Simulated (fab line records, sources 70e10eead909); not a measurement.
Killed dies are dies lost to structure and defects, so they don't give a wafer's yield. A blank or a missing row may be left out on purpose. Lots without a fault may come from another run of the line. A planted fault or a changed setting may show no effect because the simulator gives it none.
Problem report in the 8D (eight disciplines) form, filled by code | flow nand_harc | the parts of the form that need people (team, actions taken, sign-off) are left out

1. THE PROBLEM
killed_at_array at NHARC_END_SORT_01 reads a mean of 647 on 4 wafers of 2 lots; wafers without a fault read 28 with a standard deviation of 8.6. That is +72 standard deviations from the usual mean.
First seen on wafer L800.2, day 21 13:43, on prober-01. The record holds 4 wafers of 2 lots with a number at this step. Rule for "out", or "out of limits": more than 4 standard deviations from the usual mean. The other wafers with a number count as sound.

2. WHAT IT IS AND WHAT IT IS NOT
question                    | is                           | is not
which readings at this step | killed_at_array, killed_dies | killed_at_other, killed_at_periphery, killed_open, killed_short
which lots                  | L800, L802                   | -
which wafers of those lots  | all that have a number       | -
read on which gauges        | prober-01                    | -
when                        | from day 21 13:43            | up to then (0 sound wafers)

3. SUSPECTS, AND WHAT RULES EACH OUT
Counting: a tool at a process step up to the reading stays a suspect if it ran every lot that is out and no sound lot after the first of them.
- the gauge at NHARC_END_SORT_01: ruled out. All the wafers that are out were read on prober-01, but those of them that NHARC_A_CHANNEL_HOLE_D1_ETCH_44 has rows for are out there too, on other tools.
- rie_diel-10 at NHARC_A_CHANNEL_HOLE_D1_ETCH_34 (etches the open film in CF4/CHF3, target depth 154 nm, time 77 s): kept. It ran every lot that is out, first L800 (day 10 16:38), and no sound lot after that. NHARC_A_CHANNEL_HOLE_D1_ETCH_34 gives no start for some lots, so the hours and the order of its lots are those of NHARC_A_CHANNEL_HOLE_D1_ETCH_25.
- rie_diel-10 at NHARC_A_CHANNEL_HOLE_D1_ETCH_44 (etches the open film in CF4/O2, target depth 140 nm, overetch 14 nm, time 77 s): kept. It ran every lot that is out, first L800 (day 10 18:49), and no sound lot after that. Its own readings are out on those wafers: run_length_s.
Left after counting: rie_diel-10 at NHARC_A_CHANNEL_HOLE_D1_ETCH_34, rie_diel-10 at NHARC_A_CHANNEL_HOLE_D1_ETCH_44.

4. THE CAUSE (what the simulator had put in)
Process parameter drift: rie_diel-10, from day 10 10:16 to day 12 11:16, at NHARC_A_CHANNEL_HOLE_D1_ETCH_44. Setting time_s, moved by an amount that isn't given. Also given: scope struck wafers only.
Counting left 2 suspects, and this tool is among them.

5. THE CHAIN OF EFFECTS, in route order
Each row: a reading whose mean over the struck wafers that have a number lies more than 3 standard deviations from the usual. Only readings for which the record gives a usual standard deviation are gone through. hours: the time from each lot's start at the first step in this table that gives one to its start at this step, as a median over the lots. sigmas: the change in usual standard deviations.
hours | step                            | reading         | usual  | on struck wafers | change | sigmas
0     | NHARC_A_CHANNEL_HOLE_D1_ETCH_44 | run_length_s    | 98.2 s | 89.1             | -9.1   | -28
253   | NHARC_END_SORT_01               | killed_at_array | 28     | 647              | +619   | +72
253   | NHARC_END_SORT_01               | killed_dies     | 32     | 648              | +616   | +71
The process steps in it:
- NHARC_A_CHANNEL_HOLE_D1_ETCH_44: etches the open film in CF4/O2, target depth 140 nm, overetch 14 nm, time 77 s.

6. WHAT WOULD HAVE CAUGHT IT SOONER
In this record the first reading out of limits at a measuring or inspecting step was taken at day 21 13:43, 267 hours after the fault began at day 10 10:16.
The tool's own readings at NHARC_A_CHANNEL_HOLE_D1_ETCH_44 were out on every struck wafer that the step has a row for (run_length_s): an alarm limit on them would have fired on the first of those.
All the lots that are out (2) had begun NHARC_A_CHANNEL_HOLE_D1_ETCH_44 on rie_diel-10 by day 21 13:43. A hold on the tool at that time would have spared none of them.
